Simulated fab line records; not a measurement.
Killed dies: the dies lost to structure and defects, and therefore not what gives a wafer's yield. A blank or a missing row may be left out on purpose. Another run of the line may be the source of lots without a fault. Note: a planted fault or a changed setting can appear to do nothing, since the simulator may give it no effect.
fab line records ; flow n5Finfet ; part 2 of 2: steps 41 to 41 of 41
[record] lots = 4; wafers = 12; lastDay = 17
route steps=1938 shown BEOL_M4@1099 BEOL_M5@1112 BEOL_M9@1446 BEOL_M15@1830 PASSIVATION@1936
lots untouched by any fault: they come from a run of this same line in which no faults occurred
startH: the number of hours between the record's first day and the start of the first shown wafer of the lot ; waitH: how many hours have passed since the lot's step before this one ; " as in the row above ; L1.1+2: a row that stands for several wafers ; - no value, or no start given ; * or withheld: withheld ; < > ~ a bound
route shown NAME@n: names a module that has steps shown in the file, with the first one's number in the route ; usual: mean and standard deviation over wafers with no fault ; same: alike in all rows ; chamber/n: place in a boat ; sites: per-site readings ; _std_site: standard deviation across them ; _edge_site: inner sites' mean taken away from outer sites' mean ; radiusMm: for every site, how far away it sits from the centre of the wafer ; mask NAME#n: copy n ; behind: the last tool/chamber to shape the wafer ; hold: the reason the lot was held/the length of the hold in hours/how it ended ; device: whichever transistor did not switch (one of n, p or np) ; end of line: the route-end tests of the same wafers ; where a step has no rows: the recipe by itself ; killed: dies that structure and defects cost at the first sort, which is not the same as the wafer's yield ; map: shows each die of a wafer: x if killed, . if not, _ if none is there
set.NAME: the run value of the setting; set.NAME@STEP: its run value at that earlier step ; model.NAME: the simulator's own value behind a step, which no gauge read
lots at selected steps of the route; one table per step, one row per wafer
services: when a tool's chamber went out of use (startH, in hours from the record's first day, below 0 if earlier), for how many hours, and the reason
[[steps]]
[step N5_PASSIVATION_PROBE_49]
[usual] defectLimitedYield = 91.3/1.5; killed_at_M0_to_M3 = 33/12; killed_at_M4_up = 15/5.2; killedAtContacts = 12/5.1; killedAtFrontEnd = 39/11; killedAtOther = 5/3.6; killedDies = 103/18; killedOnRim = 14/4.3; killedOpen = 67/13; killedShort = 33/7.8; sort_bin_5_function = 5.1/0.96; sort_bin_6_memory = 3.2/0.71; sort_bin_8_speed = 0.01/0.063; sortNPass = 1077/18
[same] grossDies = 1180; killedAtBackSide = 0; sort_bin_4_leakage[%] = 0
lot.wafer;tool;chamber;startH;waitH;defectLimitedYield[%];killed_at_M0_to_M3;killed_at_M4_up;killedAtContacts;killedAtFrontEnd;killedAtOther;killedDies;killedOnRim;killedOpen;killedShort;sort_bin_5_function[%];sort_bin_6_memory[%];sort_bin_8_speed[%];sortNPass
L666.2;prober-02;-;254.16;0.1;91.5;46;15;4;34;1;100;10;74;26;5.5;2.6;0;1080
L666.3;prober-02;-;254.21;0.1;91.4;47;18;12;25;0;102;18;62;39;5.4;3.1;0;1078
L666.5;prober-02;-;254.31;0.2;90.9;26;32;12;35;2;107;9;85;21;5.8;3.1;0;1073
L668.1;prober-02;-;278.47;0.0;91.6;34;13;6;36;10;99;15;60;37;5.5;2.5;0;1081
L668.2;prober-02;-;278.52;0.1;89.7;29;24;10;54;4;121;25;80;27;5.8;3.3;0;1059
L668.3;prober-02;-;278.57;0.1;91.0;29;9;7;54;7;106;7;67;31;5.4;2.6;0;1074
L683.2;prober-01;-;383.37;0.1;71.0;29;252;22;39;0;342;37;80;25;5.1;3.8;20.08;838
L683.3;prober-01;-;383.42;0.2;0;51;1056;21;48;4;1180;152;106;31;94.7;4.9;0;0
L683.5;prober-01;-;383.52;0.3;81.1;40;124;9;47;3;223;37;70;34;5.9;2.7;9.15;957
L687.1;prober-01;-;400.87;0.0;64.9;37;310;13;51;3;414;43;72;40;5.8;3.3;25.25;766
L687.2;prober-01;-;400.92;0.1;67.0;29;282;14;58;6;389;37;71;28;5.1;3.1;22.88;791
L687.3;prober-01;-;400.97;0.1;34.5;31;692;11;37;2;773;136;54;28;48.0;2.5;14.58;407
// killed by level:class
L666.2 FIN_SAQP:geometricParticle:open=15 BEOL_M2:geometricParticle:open=12 BEOL_M0_SAQP:geometricParticle:open=9 STARTING-WAFER:geometricParticle:open=6 BEOL_M0_SAQP:geometricParticle:short=5 BEOL_M1:geometricParticle:open=5 BEOL_M3:geometricParticle:open=5 FIN_SAQP:geometricParticle:short=4
L666.3 BEOL_M0_SAQP:geometricParticle:short=19 MOL_CONTACT_COAG:geometricParticle:open=9 BEOL_M0_SAQP:geometricParticle:open=9 STI_FIN_REVEAL:geometricParticle:open=7 BEOL_M4:geometricParticle:open=7 BEOL_M2:geometricParticle:open=5 BEOL_M3:geometricParticle:open=5 FIN_SAQP:geometricParticle:open=4
L666.5 FIN_SAQP:geometricParticle:open=12 BEOL_M4:geometricParticle:open=12 BEOL_M5:geometricParticle:open=12 MOL_CONTACT_COAG:geometricParticle:open=10 BEOL_M3:geometricParticle:open=9 BEOL_M2:geometricParticle:open=8 FIN_SAQP:geometricParticle:short=3 FIN_CUT:geometricParticle:open=3
L668.1 STI_FIN_REVEAL:geometricParticle:open=9 BEOL_M0_SAQP:geometricParticle:open=9 BEOL_M0_SAQP:geometricParticle:short=8 FIN_SAQP:geometricParticle:open=7 BEOL_M0:geometricParticle:open=6 BEOL_M4:geometricParticle:open=5 MOL_CONTACT_COAG:geometricParticle:open=5 BEOL_M4:geometricParticle:short=5
L668.2 STI_FIN_REVEAL:geometricParticle:open=16 BEOL_M0_SAQP:geometricParticle:open=15 MOL_CONTACT_COAG:geometricParticle:open=9 HKMG_FIN:areaEtch=9 BEOL_M4:geometricParticle:open=8 FIN_SAQP:geometricParticle:open=5 FIN_SAQP:geometricParticle:short=5 BEOL_M3:geometricParticle:open=5
L668.3 STI_FIN_REVEAL:geometricParticle:open=17 HKMG_FIN:areaEtch=8 DUMMY_GATE:geometricParticle:open=7 BEOL_M0_SAQP:geometricParticle:open=7 FIN_SAQP:geometricParticle:open=6 FIN_SAQP:geometricParticle:short=5 MOL_CONTACT_COAG:geometricParticle:open=5 BEOL_M0_SAQP:geometricParticle:short=5
L683.2 BEOL_M9:areaEcd=237 MOL_CONTACT_COAG:geometricParticle:open=18 FIN_SAQP:geometricParticle:open=13 STI_FIN_REVEAL:geometricParticle:open=11 BEOL_M0_SAQP:geometricParticle:open=6 BEOL_M0_SAQP:geometricParticle:short=6 BEOL_M3:geometricParticle:open=5 BEOL_M5:geometricParticle:open=5
L683.3 BEOL_M9:areaEtch=1040 STI_FIN_REVEAL:geometricParticle:open=17 MOL_CONTACT_COAG:geometricParticle:open=16 FIN_SAQP:geometricParticle:open=11 BEOL_M3:geometricParticle:open=11 BEOL_M0_SAQP:geometricParticle:open=9 BEOL_M1:geometricParticle:open=9 FIN_SAQP:geometricParticle:short=8
L683.5 BEOL_M9:areaEcd=108 FIN_SAQP:geometricParticle:open=10 FIN_SAQP:geometricParticle:short=9 HKMG_FIN:areaEtch=9 BEOL_M3:geometricParticle:open=8 MOL_CONTACT_COAG:geometricParticle:open=7 BEOL_M2:geometricParticle:open=7 BEOL_M0_SAQP:geometricParticle:open=6
L687.1 BEOL_M9:areaEcd=298 STI_FIN_REVEAL:geometricParticle:open=12 FIN_SAQP:geometricParticle:short=11 BEOL_M3:geometricParticle:open=11 MOL_CONTACT_COAG:geometricParticle:open=9 STI_FIN_REVEAL:geometricParticle:short=6 BEOL_M0_SAQP:geometricParticle:open=6 FIN_SAQP:geometricParticle:open=5
L687.2 BEOL_M9:areaEcd=270 HKMG_FIN:areaEtch=19 STI_FIN_REVEAL:geometricParticle:open=13 MOL_CONTACT_COAG:geometricParticle:open=11 BEOL_M0_SAQP:geometricParticle:open=10 FIN_SAQP:geometricParticle:open=7 FIN_SAQP:geometricParticle:short=6 BEOL_M3:geometricParticle:open=6
L687.3 BEOL_M9:areaEtch=516 BEOL_M9:areaEcd=172 STI_FIN_REVEAL:geometricParticle:open=12 MOL_CONTACT_COAG:geometricParticle:open=8 BEOL_M0_SAQP:geometricParticle:short=7 FIN_SAQP:geometricParticle:short=6 FIN_SAQP:geometricParticle:open=6 BEOL_M3:geometricParticle:open=5
// map L683.3 (x killed, . not)
_________________xxxxxxxxxxxx________________
______________xxxxxxxxxxxxxxxxxx_____________
___________xxxxxxxxxxxxxxxxxxxxxxxx__________
__________xxxxxxxxxxxxxxxxxxxxxxxxxx_________
________xxxxxxxxxxxxxxxxxxxxxxxxxxxxxx_______
_______xxxxxxxxxxxxxxxxxxxxxxxxxxxxxxxx______
______xxxxxxxxxxxxxxxxxxxxxxxxxxxxxxxxxx_____
_____xxxxxxxxxxxxxxxxxxxxxxxxxxxxxxxxxxxx____
____xxxxxxxxxxxxxxxxxxxxxxxxxxxxxxxxxxxxxx___
___xxxxxxxxxxxxxxxxxxxxxxxxxxxxxxxxxxxxxxxx__
___xxxxxxxxxxxxxxxxxxxxxxxxxxxxxxxxxxxxxxxx__
__xxxxxxxxxxxxxxxxxxxxxxxxxxxxxxxxxxxxxxxxxx_
__xxxxxxxxxxxxxxxxxxxxxxxxxxxxxxxxxxxxxxxxxx_
_xxxxxxxxxxxxxxxxxxxxxxxxxxxxxxxxxxxxxxxxxxxx
_xxxxxxxxxxxxxxxxxxxxxxxxxxxxxxxxxxxxxxxxxxxx
_xxxxxxxxxxxxxxxxxxxxxxxxxxxxxxxxxxxxxxxxxxxx
_xxxxxxxxxxxxxxxxxxxxxxxxxxxxxxxxxxxxxxxxxxxx
_xxxxxxxxxxxxxxxxxxxxxxxxxxxxxxxxxxxxxxxxxxxx
_xxxxxxxxxxxxxxxxxxxxxxxxxxxxxxxxxxxxxxxxxxxx
_xxxxxxxxxxxxxxxxxxxxxxxxxxxxxxxxxxxxxxxxxxxx
_xxxxxxxxxxxxxxxxxxxxxxxxxxxxxxxxxxxxxxxxxxxx
__xxxxxxxxxxxxxxxxxxxxxxxxxxxxxxxxxxxxxxxxxx_
__xxxxxxxxxxxxxxxxxxxxxxxxxxxxxxxxxxxxxxxxxx_
___xxxxxxxxxxxxxxxxxxxxxxxxxxxxxxxxxxxxxxxx__
___xxxxxxxxxxxxxxxxxxxxxxxxxxxxxxxxxxxxxxxx__
____xxxxxxxxxxxxxxxxxxxxxxxxxxxxxxxxxxxxxx___
_____xxxxxxxxxxxxxxxxxxxxxxxxxxxxxxxxxxxx____
______xxxxxxxxxxxxxxxxxxxxxxxxxxxxxxxxxx_____
_______xxxxxxxxxxxxxxxxxxxxxxxxxxxxxxxx______
________xxxxxxxxxxxxxxxxxxxxxxxxxxxxxx_______
__________xxxxxxxxxxxxxxxxxxxxxxxxxx_________
___________xxxxxxxxxxxxxxxxxxxxxxxx__________
______________xxxxxxxxxxxxxxxxxx_____________
_________________xxxxxxxxxxxx________________
// map L687.3 (x killed, . not)
_________________xxxxxxxxx.xx________________
______________xxxxxxxxx.xxxxxxxx_____________
___________xx.xxxxxxxxxx.xxxxxxxxxx__________
__________xxxxx.xx.xxxxx.x.xxxxxxxxx_________
________xxx.x.xx.xxx...xx..xx..xxxxxxx_______
_______xxxxxx......x.xxxxxxxxx.x.xxxxxx______
______xxxxxxxx.x.x....xx..xxx..xxx.xxxxx_____
_____x.xxxxxxxx..x.xx.x.xx..xx.x.xxx.xxxx____
____.xxxx.x.xxxx.xx.xx.xxx.x.x..xxxxx.xxxx___
___xx..xx.xxx..x.xxxxx.x.....x.xxxx.xx.xxxx__
___xx.x.xxx.x.xxx.x.x.xx...xxxxxx..xxxxxxxx__
__x.xxxx.x..xxx..xxx.x....xxxx..x.x.x.xxxxxx_
__xxxxx.x....xxx.xxx....x.xxxx..xxxxxxxxxxxx_
_xxx.xxx.x.xxx..xxx..xx.x..x..xxx..x.xxxxxxxx
_xxxx.x.xxx....x....xx.xx....xxx.xxxxx.xxxxxx
_xx.....xxx..xxx.x..x...x..x.xxx..x.xx.xxxxxx
_xx.x..x.xx.....x..x.x..xxx.x.xx...xx.xxxxxxx
_xx.x.x..xx.xxxx...xx.x..xx........xxx.xxxxxx
_xxxxx....xxxx.x...xx.xxx.x.x.xx..xx.x.xxxxxx
_xxxx.xxx..xx...x.....x..x.xx..xx.xxxx..xxxxx
_x.xxxxx.x..xxxx.x..x...xx.xxx..x.xx.xx.xxxx.
__xx.x.xxx.x.x.x.xx.x.x.x.x..xx.x..xxxxxx.xx_
__xxx..xx.x..x..x.xx..x........x..xx.xxxxxxx_
___xx.xxxx..x..x..xxxx.xx..x.xx..xx...xxxxx__
___xxxx....xx.x......xx.xx..x..x.xx..x.xxxx__
____xxxx..x.xxxxxx..xxx.x.x....x..x.xxxxxx___
_____xxxx.xx.xx...xx..x..xxx.x..xxxxxxxxx____
______.xx.xxx..xxx...xx...xx.x.xx.xxxxxx_____
_______x.xxxx..xxx.x.xx..xx.xxx.x.x.x.x______
________xxxx.xxxxx.xxxx.xxxxx..x.x..xx_______
__________xxx..xxxxx..xxx..xxxxxxxxx_________
___________xxx...xxxxxxxxx.xxxxxxxx__________
______________xxxxxxx.xxxxxxxx.x_____________
_________________.x.xx.xxxxxx________________
[[services]]
tool;chamber;startH;hours;kind
rieDiel-02;1;178.83;7.1;repair
cmp-02;-;180.72;4.0;pm
cmp-01;-;181.64;5.3;repair
cmp-01;-;189.61;2.0;repair
rieDiel-02;2;196.07;-;clean
rieDiel-02;2;196.07;-;consumableReplace:focusRing
rieDiel-02;2;196.07;16.8;scheduledDown
rieDiel-02;2;196.07;16.8;ventCycle
cmp-02;-;206.20;2.5;repair
rieDiel-02;3;236.85;-;clean
rieDiel-02;3;236.85;-;consumableReplace:focusRing
rieDiel-02;3;236.85;19.3;scheduledDown
rieDiel-02;3;236.85;19.3;ventCycle
cmp-01;-;248.37;4.8;pm
cmp-02;-;255.23;2.4;repair
cmp-02;-;259.41;8.9;repair
rieDiel-02;3;266.56;10.3;repair
cmp-01;-;277.89;4.0;pm
cmp-02;-;280.10;1.0;repair
cmp-01;-;281.89;-;consumableReplace:conditioner
cmp-02;-;284.72;8.9;pm
cmp-02;-;295.37;4.2;pm
rieDiel-02;3;320.24;22.2;repair
cmp-02;-;345.09;6.3;repair
[[key]]
[firstSign] step = N5_BEOL_M9_TRENCH_ETCH_37; reading = runLengthS; direction = down; sigmas = 64; usual = *; struck = *
[effect] step = N5_BEOL_M9_OCD_MEAS_38; reading = trenchDepthNm; direction = down; sigmas = 19; usual = 152; struck = 79
[effect] step = N5_BEOL_M9_THK_MEAS_53; reading = M9_THK; direction = down; sigmas = 17; usual = 144; struck = 70
[effect] step = N5_BEOL_M9_RS_MEAS_57; reading = M9_RS; direction = up; sigmas = 39; usual = 0.150; struck = 0.343
[effect] step = N5_BEOL_M15_RC_MEAS_101; reading = SERP_M9; direction = up; sigmas = 35; usual = 3.08; struck = 7.04
[effect] step = N5_PASSIVATION_PROBE_49; reading = sort_bin_8_speed; direction = up; sigmas = 99+; usual = 0.01; struck = 15.32; wafersMoved = 5
[modelEffect] step = N5_BEOL_M9_TRENCH_ETCH_37; value = etch.depthNm; without = 151.9; struck = 79.16
[modelEffect] step = N5_BEOL_M9_CMP_52; value = Cu_of_BEOL_M9_ECD_50.thkNm; without = 141.2; struck = 68.37
[moreKillsBornAt] N5_BEOL_M9_ETCH_41@rieDiel-02 = 1556; N5_BEOL_M9_ECD_50@ecdCu-02 = 740; N5_BEOL_M9_ECD_50@ecdCu-01 = 345
metAt N5_BEOL_M9_TRENCH_ETCH_37
struckWafers L683.2,L683.3,L683.5,L687.1,L687.2,L687.3
laterRowsLeftOut L683.3,L687.3
onsetBetween 202.20 314.89
[fault] kind = processParameterDrift; tool = rieDiel-02; chamber = -; onsetH = 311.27; steps = N5_BEOL_M9_TRENCH_ETCH_37; channel = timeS; offset = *; shape = step; endH = 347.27; actsIn = *; stated = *
// laterRowsLeftOut: the simulator's readings of these wafers behind a module that went badly wrong aren't trusted and aren't shown, but for the sort
